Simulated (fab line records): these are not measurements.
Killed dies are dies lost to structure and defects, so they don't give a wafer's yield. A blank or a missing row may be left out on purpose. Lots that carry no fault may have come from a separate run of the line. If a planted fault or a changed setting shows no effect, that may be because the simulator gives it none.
fab line records + flow n5_finfet
[record]
- lots = 6
- wafers = 18
- last_day = 19
route steps=1938 shown BEOL_M6@1228
lots with no fault: from the same line, run without faults
start_h: start of the lot's first displayed wafer, in hours after the record's first day + wait_h: time in hours since the lot's previous step + " the same as in the row above + L1.1+2: several wafers, shown together as one row + - no value present, or no start provided + * or withheld: withheld + < > ~ a bound
route shown NAME@n: a module of which the file shows steps, and the number in the route of the first + usual: mean and standard deviation over wafers with no fault + same: alike in all rows + chamber/n: place in a boat + sites: per-site readings + _std_site: the standard deviation of these + _edge_site: outer sites' mean less inner sites' + radius_mm: how far each site lies from the wafer's centre + mask NAME#n: copy n + behind: the last tool/chamber to shape the wafer + hold: cause of the lot's hold/its duration in hours/its outcome + device: the transistor (n, p or np) that didn't switch + end of line: the same wafers' tests at the end of the route + for a step that has no rows: nothing shown but its recipe + killed: the dies lost at the first sort to structure and to defects; this is not the yield of the wafer + map: a wafer's dies, marking killed ones x, the rest . and places with no die _
set.NAME: the run value of the setting; set.NAME@STEP: its run value at that earlier step + model.NAME: the simulator's own value behind a step, which no gauge read
certain route steps with their lots: each step a table, each wafer a row
services: the hour from which a tool's chamber was out of use, counted from the record's first day as start_h (under 0 if before that day), plus the number of hours and why
[[steps]]
[step N5_BEOL_M6_OVL_MEAS_29]
[recipe]
- points_per_wafer = 522
[usual]
- V5_OVL = -0.5/0.66
| lot.wafer | tool       | chamber | start_h | wait_h | V5_OVL[nm] |
|-----------|------------|---------|---------|--------|------------|
| L914.1    | overlay-02 | 0       | 231.96  | 0.0    | -1.9       |
| L914.3    | "          | 0       | "       | "      | -0.9       |
| L914.4    | "          | 0       | "       | "      | -1.5       |
| L912.2    | overlay-02 | 0       | 232.73  | 0.0    | 0.1        |
| L912.4    | "          | 0       | "       | "      | -1.5       |
| L912.6    | "          | 0       | "       | "      | -0.9       |
| L920.3    | overlay-02 | 0       | 293.91  | 0.0    | 0.0        |
| L920.5    | "          | 0       | "       | "      | -0.2       |
| L920.6    | "          | 0       | "       | "      | -0.8       |
| L919.2    | overlay-01 | 0       | 294.08  | 0.0    | -0.5       |
| L919.3    | "          | 0       | "       | "      | -1.5       |
| L919.6    | "          | 0       | "       | "      | -1.5       |
| L922.1    | overlay-01 | 0       | 300.85  | 0.0    | 0.9        |
| L922.4    | "          | 0       | "       | "      | 1.3        |
| L922.6    | "          | 0       | "       | "      | -0.5       |
| L931.2    | overlay-01 | 0       | 371.41  | 0.0    | -0.4       |
| L931.4    | "          | 0       | "       | "      | -0.3       |
| L931.6    | "          | 0       | "       | "      | -0.4       |
[step N5_BEOL_M6_INSPECT_30]
[recipe]
- mode = adi
- inspect_instrument = brightfield
[usual]
- raw_defect_count = 435/99
| lot.wafer | tool              | chamber | start_h | wait_h | raw_defect_count |
|-----------|-------------------|---------|---------|--------|------------------|
| L914.1    | defect_inspect-01 | -       | 232.02  | 0.1    | 418              |
| L914.3    | "                 | -       | "       | "      | 331              |
| L914.4    | "                 | -       | "       | "      | 559              |
| L912.2    | defect_inspect-01 | -       | 232.79  | 0.0    | 376              |
| L912.4    | "                 | -       | "       | "      | 520              |
| L912.6    | "                 | -       | "       | "      | 434              |
| L920.3    | defect_inspect-02 | -       | 293.96  | 0.0    | 608              |
| L920.5    | "                 | -       | "       | "      | 481              |
| L920.6    | "                 | -       | "       | "      | 370              |
| L919.2    | defect_inspect-01 | -       | 294.13  | 0.0    | 486              |
| L919.3    | "                 | -       | "       | "      | 399              |
| L919.6    | "                 | -       | "       | "      | 354              |
| L922.1    | defect_inspect-01 | -       | 300.91  | 0.1    | 544              |
| L922.4    | "                 | -       | "       | "      | 430              |
| L922.6    | "                 | -       | "       | "      | 434              |
| L931.2    | defect_inspect-02 | -       | 371.46  | 0.0    | 341              |
| L931.4    | "                 | -       | "       | "      | 430              |
| L931.6    | "                 | -       | "       | "      | 500              |
[step N5_BEOL_M6_DESCUM_33]
[recipe]
- chemistry = O2
- time_s = 7
- source_power_w = 50
- bias_power_w = 20
- pressure_mtorr = 20
- rf_frequency_hz = 2.712e+07
- temp_c = 40
- resist = CAR-EUV
- o2_flow_sccm = 225
[usual]
- bias_power_w = 20.00/0.064
- drypump_motor_current_A = 5.5/0.42
- oes_product_au = 0.83/0.06
- rf_vpp_V = 243.5/1.6
- showerhead_plenum_p_Torr = 2.11/0.081
- throttle_valve_pct = 20.40/0.17
| lot.wafer | tool        | chamber | start_h | wait_h | bias_power_w | drypump_motor_current_A | oes_product_au | rf_hours_counter_h | rf_vpp_V | showerhead_plenum_p_Torr | throttle_valve_pct |
|-----------|-------------|---------|---------|--------|--------------|-------------------------|----------------|--------------------|----------|--------------------------|--------------------|
| L914.1    | rie_diel-04 | 2       | 232.05  | 0.0    | 19.94        | 5.4                     | 0.81           | 110                | 244.6    | 2.10                     | 20.12              |
| L914.3    | "           | 3       | "       | "      | 20.01        | 5.9                     | 0.91           | 24                 | 244.8    | 2.22                     | 20.42              |
| L914.4    | "           | 1       | "       | "      | 19.96        | 6.5                     | 0.85           | 67                 | 241.2    | 2.03                     | 20.67              |
| L912.2    | rie_diel-03 | 1       | 232.82  | 0.0    | 20.02        | 5.3                     | 0.87           | 51                 | 245.8    | 2.24                     | 20.25              |
| L912.4    | "           | 0       | "       | "      | 20.01        | 5.4                     | 0.74           | 147                | 243.5    | 2.03                     | 20.59              |
| L912.6    | "           | 3       | "       | "      | 20.04        | 5.5                     | 0.79           | -                  | 246.0    | 2.19                     | 20.25              |
| L920.3    | rie_diel-04 | 2       | 294.03  | 0.1    | 20.02        | 5.4                     | 0.78           | 128                | 242.1    | 2.09                     | 20.14              |
| L920.5    | "           | 2       | "       | "      | 20.01        | 5.5                     | 0.78           | -                  | 243.2    | 2.09                     | 20.16              |
| L920.6    | "           | 3       | "       | "      | 19.98        | 5.9                     | 0.87           | -                  | 246.1    | 2.21                     | 20.45              |
| L919.2    | rie_diel-04 | 1       | 294.63  | 0.5    | 20.07        | 6.5                     | 0.82           | 86                 | 243.7    | 2.02                     | 20.71              |
| L919.3    | "           | 2       | "       | "      | 20.00        | 5.4                     | 0.78           | 129                | 244.8    | 2.09                     | 20.16              |
| L919.6    | "           | 3       | "       | "      | 20.07        | 5.9                     | 0.87           | -                  | 244.4    | 2.21                     | 20.43              |
| L922.1    | rie_diel-03 | 1       | 301.00  | 0.1    | 20.07        | 5.3                     | 0.84           | 74                 | 245.7    | 2.24                     | 20.27              |
| L922.4    | "           | 2       | "       | "      | 20.16        | 5.6                     | 0.72           | 160                | 240.5    | 2.00                     | 20.55              |
| L922.6    | "           | 1       | "       | "      | 19.98        | 5.3                     | 0.83           | -                  | 245.7    | 2.23                     | 20.25              |
| L931.2    | rie_diel-01 | 2       | 371.49  | 0.0    | 19.97        | 6.0                     | 0.86           | 50                 | 245.8    | 2.21                     | 20.35              |
| L931.4    | "           | 0       | "       | "      | 19.94        | 5.5                     | 0.80           | 83                 | 243.3    | 2.03                     | 20.38              |
| L931.6    | "           | 0       | "       | "      | 19.92        | 5.5                     | 0.80           | -                  | 241.7    | 2.03                     | 20.39              |
[step N5_BEOL_M6_ETCH_72]
[recipe]
- chemistry = N2/H2
- target = underlayer
- target_depth_a = 65
- mask_material = CAR-EUV
- time_s = 5.2
- ion_energy_ev = 200
- pressure_mtorr = 30
- source_w = 840
- bias_w = 150
- n2_flow_sccm = 200
- h2_flow_sccm = 200
- ends = cleared
[usual]
- drypump_motor_current_A = 5.5/0.42
- etch_rf_on_time_s = 5.16/0.14
- oes_product_au = 0.71/0.054
- rf_vpp_V = 524/3.1
- showerhead_plenum_p_Torr = 2.55/0.099
- throttle_valve_pct = 17.76/0.22
| lot.wafer | tool        | chamber | start_h | wait_h | drypump_motor_current_A | etch_rf_on_time_s | oes_product_au | rf_hours_counter_h | rf_vpp_V | showerhead_plenum_p_Torr | throttle_valve_pct |
|-----------|-------------|---------|---------|--------|-------------------------|-------------------|----------------|--------------------|----------|--------------------------|--------------------|
| L914.1    | rie_diel-04 | 2       | 232.08  | 0.0    | 5.4                     | 5.40              | 0.67           | 110                | 525      | 2.55                     | 17.45              |
| L914.3    | "           | 3       | "       | "      | 5.9                     | 5.13              | 0.77           | 24                 | 529      | 2.71                     | 17.93              |
| L914.4    | "           | 1       | "       | "      | 6.5                     | 5.02              | 0.73           | 67                 | 521      | 2.47                     | 18.17              |
| L912.2    | rie_diel-03 | 1       | 232.86  | 0.0    | 5.3                     | 5.02              | 0.75           | 51                 | 528      | 2.68                     | 17.42              |
| L912.4    | "           | 0       | "       | "      | 5.4                     | 5.35              | 0.64           | 147                | 522      | 2.45                     | 17.84              |
| L912.6    | "           | 3       | "       | "      | 5.5                     | 5.45              | 0.65           | -                  | 528      | 2.67                     | 17.68              |
| L920.3    | rie_diel-04 | 2       | 294.06  | 0.0    | 5.4                     | 5.38              | 0.65           | 128                | 524      | 2.54                     | 17.48              |
| L920.5    | "           | 2       | "       | "      | 5.4                     | 5.39              | 0.65           | -                  | 525      | 2.54                     | 17.50              |
| L920.6    | "           | 3       | "       | "      | 5.8                     | 5.11              | 0.74           | -                  | 529      | 2.70                     | 17.96              |
| L919.2    | rie_diel-04 | 1       | 294.66  | 0.0    | 6.5                     | 5.03              | 0.71           | 86                 | 522      | 2.46                     | 18.17              |
| L919.3    | "           | 2       | "       | "      | 5.4                     | 5.32              | 0.65           | 129                | 526      | 2.54                     | 17.50              |
| L919.6    | "           | 3       | "       | "      | 5.9                     | 5.06              | 0.74           | -                  | 528      | 2.70                     | 17.94              |
| L922.1    | rie_diel-03 | 1       | 301.04  | 0.0    | 5.3                     | 4.97              | 0.73           | 74                 | 530      | 2.67                     | 17.46              |
| L922.4    | "           | 2       | "       | "      | 5.5                     | 5.19              | 0.62           | 160                | 520      | 2.44                     | 18.07              |
| L922.6    | "           | 1       | "       | "      | 5.4                     | 5.03              | 0.72           | -                  | 529      | 2.67                     | 17.47              |
| L931.2    | rie_diel-01 | 2       | 371.53  | 0.0    | 6.0                     | 5.08              | 0.75           | 50                 | 529      | 2.69                     | 17.85              |
| L931.4    | "           | 0       | "       | "      | 5.5                     | 5.23              | 0.67           | 83                 | 522      | 2.45                     | 17.82              |
| L931.6    | "           | 0       | "       | "      | 5.4                     | 5.17              | 0.68           | -                  | 521      | 2.45                     | 17.82              |
[step N5_BEOL_M6_ETCH_65]
[recipe]
- chemistry = CF4
- target = SiARC
- target_depth_a = 156
- mask_material = CAR-EUV
- time_s = 26
- ion_energy_ev = 80
- pressure_mtorr = 40
- source_w = 545
- bias_w = 36
- Ar_flow_sccm = 100
- cf4_flow_sccm = 100
- ends = cleared
[step N5_BEOL_M6_ETCH_66]
[recipe]
- chemistry = N2/H2
- target = SOC
- target_depth_a = 800
- overetch_a = 160
- mask_material = SiARC
- temp_c = 40
- time_s = 120
- ion_energy_ev = 200
- pressure_mtorr = 30
- source_w = 840
- bias_w = 150
- n2_flow_sccm = 200
- h2_flow_sccm = 200
[usual]
- drypump_motor_current_A = 5.5/0.42
- oes_product_au = 0.63/0.042
- rf_vpp_V = 524.3/2.7
- run_length_s = 143.3/0.47
- showerhead_plenum_p_Torr = 2.55/0.099
- throttle_valve_pct = 17.72/0.22
| lot.wafer | tool        | chamber | start_h | wait_h | drypump_motor_current_A | oes_product_au | rf_hours_counter_h | rf_vpp_V | run_length_s | showerhead_plenum_p_Torr | throttle_valve_pct |
|-----------|-------------|---------|---------|--------|-------------------------|----------------|--------------------|----------|--------------|--------------------------|--------------------|
| L914.1    | rie_diel-04 | 2       | 232.13  | 0.0    | 5.4                     | 0.62           | 110                | 522.9    | 143.1        | 2.55                     | 17.43              |
| L914.3    | "           | 3       | "       | "      | 5.9                     | 0.69           | 24                 | 528.1    | 144.1        | 2.71                     | 17.87              |
| L914.4    | "           | 1       | "       | "      | 6.5                     | 0.64           | 67                 | 521.6    | 143.4        | 2.47                     | 18.11              |
| L912.2    | rie_diel-03 | 1       | 232.90  | 0.0    | 5.3                     | 0.66           | 51                 | 527.9    | 143.8        | 2.68                     | 17.37              |
| L912.4    | "           | 0       | "       | "      | 5.3                     | 0.58           | 147                | 522.4    | 143.0        | 2.45                     | 17.80              |
| L912.6    | "           | 3       | "       | "      | 5.5                     | 0.60           | -                  | 525.5    | 143.0        | 2.67                     | 17.64              |
| L920.3    | rie_diel-04 | 2       | 294.11  | 0.0    | 5.4                     | 0.59           | 128                | 524.1    | 143.0        | 2.54                     | 17.46              |
| L920.5    | "           | 2       | "       | "      | 5.4                     | 0.60           | -                  | 523.6    | 142.9        | 2.54                     | 17.45              |
| L920.6    | "           | 3       | "       | "      | 5.9                     | 0.65           | -                  | 527.9    | 143.6        | 2.70                     | 17.91              |
| L919.2    | rie_diel-04 | 1       | 294.71  | 0.0    | 6.5                     | 0.62           | 86                 | 521.0    | 143.4        | 2.46                     | 18.14              |
| L919.3    | "           | 2       | "       | "      | 5.4                     | 0.60           | 129                | 523.0    | 143.0        | 2.54                     | 17.45              |
| L919.6    | "           | 3       | "       | "      | 5.9                     | 0.65           | -                  | 526.5    | 143.6        | 2.70                     | 17.89              |
| L922.1    | rie_diel-03 | 1       | 301.08  | 0.0    | 5.3                     | 0.64           | 74                 | 528.2    | 143.8        | 2.67                     | 17.42              |
| L922.4    | "           | 2       | "       | "      | 5.6                     | 0.55           | 160                | 521.4    | 143.1        | 2.44                     | 18.02              |
| L922.6    | "           | 1       | "       | "      | 5.3                     | 0.64           | -                  | 528.5    | 143.4        | 2.67                     | 17.41              |
| L931.2    | rie_diel-01 | 2       | 371.57  | 0.0    | 6.0                     | 0.66           | 50                 | 528.5    | 143.7        | 2.69                     | 17.82              |
| L931.4    | "           | 0       | "       | "      | 5.5                     | 0.60           | 83                 | 522.4    | 143.5        | 2.46                     | 17.76              |
| L931.6    | "           | 0       | "       | "      | 5.5                     | 0.61           | -                  | 522.1    | 142.7        | 2.46                     | 17.77              |
[step N5_BEOL_M6_STRIP_69]
[recipe]
- chemistry = N2/H2
- temp_c = 40
- n2_flow_sccm = 200
- h2_flow_sccm = 200
- rf_frequency_hz = 6e+07
[step N5_BEOL_M6_STRIP_73]
[recipe]
- chemistry = N2/H2
- temp_c = 40
- n2_flow_sccm = 200
- h2_flow_sccm = 200
- rf_frequency_hz = 6e+07
[step N5_BEOL_M6_VIA_ETCH_34]
[recipe]
- chemistry = C4F6/O2
- target = SiCOH_lowk
- target_depth_a = 1263
- mask_material = SOC
- taper_deg = 4
- time_s = 50.9
- ion_energy_ev = 250
- pressure_mtorr = 30
- source_w = 345
- bias_w = 185
- Ar_flow_sccm = 300
- C4F6_flow_sccm = 10
- O2_flow_sccm = 10
[step N5_BEOL_M6_STRIP_76]
[recipe]
- chemistry = C4F6/O2
- resist = SiARC
- rf_frequency_hz = 6e+07
[step N5_BEOL_M6_STRIP_36]
[recipe]
- chemistry = N2/H2
- power_w = 450
- temp_c = 40
- pressure_mtorr = 20
- rf_frequency_hz = 6e+07
- overash_fraction = 0.3
- bias_power_w = 7
- h2_frac = 0.5
- n2_flow_sccm = 200
- h2_flow_sccm = 200
[step N5_BEOL_M6_TRENCH_ETCH_37]
[recipe]
- chemistry = C4F6/O2
- target_depth_a = 944.35
- target = SiCOH_lowk
- time_s = 31.5
- ion_energy_ev = 250
- pressure_mtorr = 30
- source_w = 345
- bias_w = 185
- Ar_flow_sccm = 300
- C4F6_flow_sccm = 10
- O2_flow_sccm = 10
[usual]
- drypump_motor_current_A = 5.5/0.42
- oes_f_703_au = 0.83/0.068
- oes_product_au = 0.83/0.061
- rf_vpp_V = 663/10
- run_length_s = 54.8/0.49
- showerhead_plenum_p_Torr = 2.87/0.1
- throttle_valve_pct = 20.89/0.18
| lot.wafer | tool        | chamber | start_h | wait_h | drypump_motor_current_A | oes_f_703_au | oes_product_au | rf_hours_counter_h | rf_vpp_V | run_length_s | showerhead_plenum_p_Torr | throttle_valve_pct |
|-----------|-------------|---------|---------|--------|-------------------------|--------------|----------------|--------------------|----------|--------------|--------------------------|--------------------|
| L914.1    | rie_diel-04 | 2       | -       | -      | 5.4                     | 0.76         | 0.80           | 110                | 664      | 55.1         | 2.87                     | 20.67              |
| L914.3    | "           | 3       | "       | "      | 5.8                     | 0.92         | 0.92           | 25                 | 651      | 55.5         | 3.01                     | 20.91              |
| L914.4    | "           | 1       | "       | "      | 6.5                     | 0.84         | 0.86           | 67                 | 672      | 55.1         | 2.78                     | 21.26              |
| L912.2    | rie_diel-03 | 1       | -       | -      | 5.3                     | 0.90         | 0.88           | 51                 | 664      | 54.9         | 3.02                     | 20.61              |
| L912.4    | "           | 0       | "       | "      | 5.3                     | 0.74         | 0.75           | 147                | 686      | 54.2         | 2.74                     | 20.92              |
| L912.6    | "           | 3       | "       | "      | 5.5                     | 0.76         | 0.76           | -                  | 652      | 54.8         | 2.97                     | 20.71              |
| L920.3    | rie_diel-04 | 2       | -       | -      | 5.4                     | 0.74         | 0.78           | 129                | 664      | 54.5         | 2.86                     | 20.69              |
| L920.5    | "           | 2       | "       | "      | 5.4                     | 0.73         | 0.78           | -                  | 663      | 54.8         | 2.86                     | 20.68              |
| L920.6    | "           | 3       | "       | "      | 5.9                     | 0.88         | 0.86           | -                  | 651      | 55.5         | 3.00                     | 20.93              |
| L919.2    | rie_diel-04 | 1       | -       | -      | 6.5                     | 0.82         | 0.82           | 87                 | 670      | 55.6         | 2.77                     | 21.27              |
| L919.3    | "           | 2       | "       | "      | 5.4                     | 0.74         | 0.78           | 129                | 664      | 55.1         | 2.86                     | 20.71              |
| L919.6    | "           | 3       | "       | "      | 5.9                     | 0.88         | 0.86           | -                  | 652      | 55.5         | 3.00                     | 20.94              |
| L922.1    | rie_diel-03 | 1       | -       | -      | 5.4                     | 0.86         | 0.85           | 74                 | 663      | 55.2         | 3.01                     | 20.65              |
| L922.4    | "           | 2       | "       | "      | 5.6                     | 0.74         | 0.73           | 160                | 653      | 54.7         | 2.73                     | 21.09              |
| L922.6    | "           | 1       | "       | "      | 5.3                     | 0.88         | 0.84           | -                  | 665      | 55.4         | 3.01                     | 20.66              |
| L931.2    | rie_diel-01 | 2       | -       | -      | 6.0                     | 0.88         | 0.88           | 50                 | 650      | 55.5         | 3.01                     | 20.93              |
| L931.4    | "           | 0       | "       | "      | 5.4                     | 0.78         | 0.80           | 83                 | 671      | 54.5         | 2.78                     | 20.96              |
| L931.6    | "           | 0       | "       | "      | 5.5                     | 0.78         | 0.80           | -                  | 673      | 54.2         | 2.78                     | 20.97              |
[step N5_BEOL_M6_ETCH_41]
[recipe]
- chemistry = CH3F/O2
- target = SiCN
- target_depth_a = 297
- taper_deg = 2
- time_s = 52
- ion_energy_ev = 120
- mask_material = TiN
- pressure_mtorr = 30
- source_w = 395
- bias_w = 75
- Ar_flow_sccm = 150
- CH3F_flow_sccm = 30
- O2_flow_sccm = 20
[usual]
- drypump_motor_current_A = 5.5/0.42
- oes_product_au = 0.83/0.061
- rf_vpp_V = 297.7/1.7
- run_length_s = 75.3/0.51
- showerhead_plenum_p_Torr = 2.02/0.076
- throttle_valve_pct = 16.26/0.17
| lot.wafer | tool        | chamber | start_h | wait_h | drypump_motor_current_A | oes_product_au | rf_hours_counter_h | rf_vpp_V | run_length_s | showerhead_plenum_p_Torr | throttle_valve_pct | model.etch.depth_nm |
|-----------|-------------|---------|---------|--------|-------------------------|----------------|--------------------|----------|--------------|--------------------------|--------------------|---------------------|
| L914.1    | rie_diel-04 | 2       | 232.35  | -      | 5.5                     | 0.79           | 110                | 297.3    | 75.1         | 2.02                     | 16.06              | 19.29               |
| L914.3    | "           | 3       | "       | "      | 5.9                     | 0.90           | 25                 | 299.8    | 75.8         | 2.12                     | 16.27              | 19.67               |
| L914.4    | "           | 1       | "       | "      | 6.5                     | 0.85           | 67                 | 295.3    | 75.4         | 1.95                     | 16.56              | 20.16               |
| L912.2    | rie_diel-03 | 1       | 233.12  | -      | 5.3                     | 0.88           | 51                 | 298.7    | 75.5         | 2.13                     | 15.97              | 20.32               |
| L912.4    | "           | 0       | "       | "      | 5.4                     | 0.75           | 147                | 295.8    | 75.1         | 1.92                     | 16.36              | 19.32               |
| L912.6    | "           | 3       | "       | "      | 5.4                     | 0.77           | -                  | 300.0    | 75.5         | 2.09                     | 16.13              | 19.24               |
| L920.3    | rie_diel-04 | 2       | 294.33  | -      | 5.4                     | 0.77           | 129                | 298.3    | 83.4         | 2.01                     | 16.08              | 22.6                |
| L920.5    | "           | 2       | "       | "      | 5.4                     | 0.78           | -                  | 295.8    | 83.1         | 2.01                     | 16.09              | 22.56               |
| L920.6    | "           | 3       | "       | "      | 5.9                     | 0.86           | -                  | 300.5    | 84.5         | 2.12                     | 16.30              | 22.91               |
| L919.2    | rie_diel-04 | 1       | 294.93  | -      | 6.5                     | 0.83           | 87                 | 296.0    | 83.8         | 1.95                     | 16.60              | 23.34               |
| L919.3    | "           | 2       | "       | "      | 5.4                     | 0.77           | 129                | 297.3    | 83.5         | 2.01                     | 16.08              | 22.43               |
| L919.6    | "           | 3       | "       | "      | 5.9                     | 0.86           | -                  | 298.6    | 84.0         | 2.12                     | 16.32              | 22.64               |
| L922.1    | rie_diel-03 | 1       | 301.30  | -      | 5.3                     | 0.84           | 74                 | 298.6    | 75.9         | 2.12                     | 16.03              | 19.9                |
| L922.4    | "           | 2       | "       | "      | 5.6                     | 0.72           | 160                | 295.2    | 75.1         | 1.92                     | 16.50              | 19.55               |
| L922.6    | "           | 1       | "       | "      | 5.3                     | 0.83           | -                  | 299.6    | 75.4         | 2.12                     | 16.04              | 19.91               |
| L931.2    | rie_diel-01 | 2       | 371.80  | -      | 6.0                     | 0.87           | 50                 | 301.0    | 76.0         | 2.12                     | 16.27              | 19.99               |
| L931.4    | "           | 0       | "       | "      | 5.5                     | 0.80           | 83                 | 296.7    | 74.7         | 1.95                     | 16.32              | 19.82               |
| L931.6    | "           | 0       | "       | "      | 5.5                     | 0.79           | -                  | 296.6    | 74.7         | 1.95                     | 16.34              | 19.67               |
[step N5_BEOL_M6_STRIP_80]
[recipe]
- chemistry = N2/H2
- time_s = 10
- power_w = 450
- temp_c = 40
- pressure_mtorr = 20
- rf_frequency_hz = 6e+07
- bias_power_w = 7
- n2_flow_sccm = 200
- h2_flow_sccm = 200
[usual]
- bias_power_w = 7.001/0.019
- drypump_motor_current_A = 5.5/0.42
- oes_product_au = 0.83/0.06
- rf_vpp_V = 59.2/0.84
- showerhead_plenum_p_Torr = 2.55/0.099
- throttle_valve_pct = 23.55/0.3
| lot.wafer | tool        | chamber | start_h | wait_h | bias_power_w | drypump_motor_current_A | oes_product_au | rf_hours_counter_h | rf_vpp_V | showerhead_plenum_p_Torr | throttle_valve_pct |
|-----------|-------------|---------|---------|--------|--------------|-------------------------|----------------|--------------------|----------|--------------------------|--------------------|
| L914.1    | rie_diel-04 | 2       | -       | -      | 6.977        | 5.4                     | 0.80           | 110                | 58.6     | 2.55                     | 23.16              |
| L914.3    | "           | 3       | "       | "      | 6.972        | 5.8                     | 0.91           | 25                 | 59.9     | 2.70                     | 23.82              |
| L914.4    | "           | 1       | "       | "      | 7.018        | 6.5                     | 0.84           | 67                 | 58.0     | 2.46                     | 24.13              |
| L912.2    | rie_diel-03 | 1       | -       | -      | 6.975        | 5.3                     | 0.86           | 51                 | 58.9     | 2.67                     | 23.22              |
| L912.4    | "           | 0       | "       | "      | 6.969        | 5.4                     | 0.75           | 147                | 58.1     | 2.44                     | 23.52              |
| L912.6    | "           | 3       | "       | "      | 7.006        | 5.5                     | 0.79           | -                  | 61.0     | 2.67                     | 23.40              |
| L920.3    | rie_diel-04 | 2       | -       | -      | 6.983        | 5.4                     | 0.78           | 129                | 58.9     | 2.54                     | 23.20              |
| L920.5    | "           | 2       | "       | "      | 6.976        | 5.4                     | 0.78           | -                  | 57.9     | 2.54                     | 23.19              |
| L920.6    | "           | 3       | "       | "      | 6.999        | 5.9                     | 0.86           | -                  | 58.0     | 2.69                     | 23.84              |
| L919.2    | rie_diel-04 | 1       | -       | -      | 6.986        | 6.5                     | 0.82           | 87                 | 57.5     | 2.45                     | 24.14              |
| L919.3    | "           | 2       | "       | "      | 7.006        | 5.5                     | 0.79           | 129                | 58.9     | 2.54                     | 23.21              |
| L919.6    | "           | 3       | "       | "      | 6.980        | 5.8                     | 0.86           | -                  | 59.6     | 2.69                     | 23.85              |
| L922.1    | rie_diel-03 | 1       | -       | -      | 7.005        | 5.3                     | 0.85           | 74                 | 59.4     | 2.66                     | 23.26              |
| L922.4    | "           | 2       | "       | "      | 7.005        | 5.6                     | 0.72           | 160                | 58.0     | 2.44                     | 23.83              |
| L922.6    | "           | 1       | "       | "      | 7.012        | 5.3                     | 0.84           | -                  | 60.1     | 2.66                     | 23.27              |
| L931.2    | rie_diel-01 | 2       | -       | -      | 6.973        | 5.9                     | 0.87           | 50                 | 60.1     | 2.68                     | 23.85              |
| L931.4    | "           | 0       | "       | "      | 7.023        | 5.5                     | 0.81           | 83                 | 59.1     | 2.45                     | 23.68              |
| L931.6    | "           | 0       | "       | "      | 6.995        | 5.5                     | 0.80           | -                  | 58.8     | 2.45                     | 23.67              |
[[services]]
| tool        | chamber | start_h | hours | kind                          |
|-------------|---------|---------|-------|-------------------------------|
| rie_diel-01 | 2       | 208.41  | -     | clean                         |
| rie_diel-01 | 2       | 208.41  | -     | consumable_replace:focus_ring |
| rie_diel-01 | 2       | 208.41  | -     | consumable_replace:showerhead |
| rie_diel-01 | 2       | 208.41  | 16.5  | scheduled_down                |
| rie_diel-01 | 2       | 208.41  | 16.5  | vent_cycle                    |
| rie_diel-01 | -       | 238.21  | 2.8   | pm                            |
| rie_diel-01 | 2       | 246.55  | 8.5   | repair                        |
| rie_diel-01 | 1       | 287.24  | 4.2   | repair                        |
| rie_diel-03 | 3       | 307.29  | 5.7   | repair                        |
| rie_diel-04 | 2       | 323.48  | 19.8  | repair                        |
| rie_diel-03 | 1       | 365.16  | 4.2   | repair                        |
| rie_diel-01 | -       | 366.85  | 0.9   | repair                        |
[[key]]
[first_sign]
- step = N5_BEOL_M6_ETCH_41
- reading = run_length_s
- direction = up
- sigmas = 16
- usual = *
- struck = *
effect none on later readings
[model_effect]
- step = N5_BEOL_M6_ETCH_41
- value = etch.depth_nm
- without = 19.7
- struck = 22.75
met_at N5_BEOL_M6_ETCH_41
struck_wafers L919.2,L919.3,L919.6,L920.3,L920.5,L920.6
rows_end L919.2,L919.3,L919.6
onset_between 232.35 294.33
[fault]
- kind = process_parameter_drift
- tool = rie_diel-04
- chamber = -
- onset_h = 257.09
- steps = N5_BEOL_M6_ETCH_41
- channel = time_s
- offset = *
- shape = step
- acts_in = *
- stated = *
// rows_end: these wafers met a further fault down the route, and their rows from its step on are left out
